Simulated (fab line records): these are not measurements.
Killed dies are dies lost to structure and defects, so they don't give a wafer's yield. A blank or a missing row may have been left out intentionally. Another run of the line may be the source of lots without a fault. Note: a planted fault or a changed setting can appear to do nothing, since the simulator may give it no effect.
Which tool was responsible? || flow n5Finfet || 30 wafers from 10 lots sampled at 4 of the route's 1938 steps

## WHAT EACH GAUGE READ, for each wafer
N5_BEOL_M6_CD_MEAS_28: target cd 40 nm.
{"lot": "L160", "measured": "day 9 03:13", "on": "cdSem-03", "cdNm (nm)": "39.84 39.47 40.08"}
{"lot": "L159", "measured": "day 9 12:43", "on": "cdSem-02", "cdNm (nm)": "39.79 39.45 39.54"}
{"lot": "L163", "measured": "day 10 04:09", "on": "cdSem-01", "cdNm (nm)": "40.11 40.09 40.27"}
{"lot": "L164", "measured": "day 10 07:16", "on": "cdSem-01", "cdNm (nm)": "39.64 39.71 39.85"}
{"lot": "L165", "measured": "day 10 19:46", "on": "cdSem-03", "cdNm (nm)": "39.73 39.85 39.76"}
{"lot": "L174", "measured": "day 12 17:02", "on": "cdSem-01", "cdNm (nm)": "39.93 40.10 40.11"}
{"lot": "L177", "measured": "day 13 17:14", "on": "cdSem-01", "cdNm (nm)": "40.20 39.56 39.45"}
{"lot": "L178", "measured": "day 13 17:30", "on": "cdSem-03", "cdNm (nm)": "40.41 39.87 39.68"}
{"lot": "L179", "measured": "day 13 20:22", "on": "cdSem-01", "cdNm (nm)": "39.84 39.95 40.05"}
{"lot": "L180", "measured": "day 14 16:47", "on": "cdSem-02", "cdNm (nm)": "40.14 39.88 40.19"}

## TOOL THAT RAN EACH LOT (tool first, then ch and the chambers of the sampled wafers, then the start)
{"lot": "L160", "N5_BEOL_M5_ANNEAL_89": "pvdSputter-02, day 8 19:55", "N5_BEOL_M6_DESCUM_16": "rieDiel-02 ch 0,1, day 9 01:07", "N5_BEOL_M6_COAT_71": "lithoTrack-01 ch 0, day 9 02:57"}
{"lot": "L159", "N5_BEOL_M5_ANNEAL_89": "pvdSputter-03, day 9 04:07", "N5_BEOL_M6_DESCUM_16": "rieDiel-02 ch 0,2,3, day 9 10:10", "N5_BEOL_M6_COAT_71": "lithoTrack-02 ch 0, day 9 12:23"}
{"lot": "L163", "N5_BEOL_M5_ANNEAL_89": "pvdSputter-01, day 9 22:06", "N5_BEOL_M6_DESCUM_16": "rieDiel-06 ch 0,2, day 10 03:13", "N5_BEOL_M6_COAT_71": "lithoTrack-02 ch 0, day 10 03:53"}
{"lot": "L164", "N5_BEOL_M5_ANNEAL_89": "pvdSputter-03, day 10 01:44", "N5_BEOL_M6_DESCUM_16": "rieDiel-06 ch 0,1,2, day 10 05:44", "N5_BEOL_M6_COAT_71": "lithoTrack-02 ch 0, day 10 07:00"}
{"lot": "L165", "N5_BEOL_M5_ANNEAL_89": "pvdSputter-01, day 10 12:44", "N5_BEOL_M6_DESCUM_16": "rieDiel-03 ch 0,2,3, day 10 17:44", "N5_BEOL_M6_COAT_71": "lithoTrack-02 ch 0, day 10 19:29"}
{"lot": "L174", "N5_BEOL_M5_ANNEAL_89": "pvdSputter-03, day 12 10:11", "N5_BEOL_M6_DESCUM_16": "rieDiel-03 ch 0,1,3, day 12 14:00", "N5_BEOL_M6_COAT_71": "lithoTrack-01 ch 0, day 12 16:38"}
{"lot": "L177", "N5_BEOL_M5_ANNEAL_89": "pvdSputter-02, day 13 09:06", "N5_BEOL_M6_DESCUM_16": "rieDiel-02 ch 2,3, day 13 14:54", "N5_BEOL_M6_COAT_71": "lithoTrack-03 ch 0, day 13 16:58"}
{"lot": "L178", "N5_BEOL_M5_ANNEAL_89": "pvdSputter-03, day 13 12:37", "N5_BEOL_M6_DESCUM_16": "rieDiel-03 ch 0,1,2, day 13 16:34", "N5_BEOL_M6_COAT_71": "lithoTrack-02 ch 0, day 13 17:07"}
{"lot": "L179", "N5_BEOL_M5_ANNEAL_89": "pvdSputter-01, day 13 14:54", "N5_BEOL_M6_DESCUM_16": "rieDiel-06 ch 0,2,3, day 13 19:02", "N5_BEOL_M6_COAT_71": "lithoTrack-02 ch 0, day 13 19:58"}
{"lot": "L180", "N5_BEOL_M5_ANNEAL_89": "pvdSputter-01, day 14 08:40", "N5_BEOL_M6_DESCUM_16": "rieDiel-02 ch 0,2, day 14 12:58", "N5_BEOL_M6_COAT_71": "lithoTrack-02 ch 0, day 14 16:31"}
- N5_BEOL_M5_ANNEAL_89: time 1800 s.
- N5_BEOL_M6_DESCUM_16: chemistry O2, time 7.9 s.
- N5_BEOL_M6_COAT_71: time 60 s, resist thk 5 nm.

## THE ANSWER, worked out from the rows above alone
Rule: what is usual is taken from the lots themselves. The widest of any qualifying gaps counts: lots, ordered by their means at a reading, are off when they make up no more than a third of the lots, leave a main group of 4 or more, and stand apart from it by 3 or more times the standard deviation of that group's means. A main group is skipped when, at the precision printed for the reading in the tables above, its means are all equal. Also off: a lot with no number at a reading for which 4 or more lots have one. All remaining lots with rows at the step are treated as sound.
No lot is off at any reading shown: from this, nothing can be told.

## WHAT HAD BEEN PUT IN BY THE SIMULATOR
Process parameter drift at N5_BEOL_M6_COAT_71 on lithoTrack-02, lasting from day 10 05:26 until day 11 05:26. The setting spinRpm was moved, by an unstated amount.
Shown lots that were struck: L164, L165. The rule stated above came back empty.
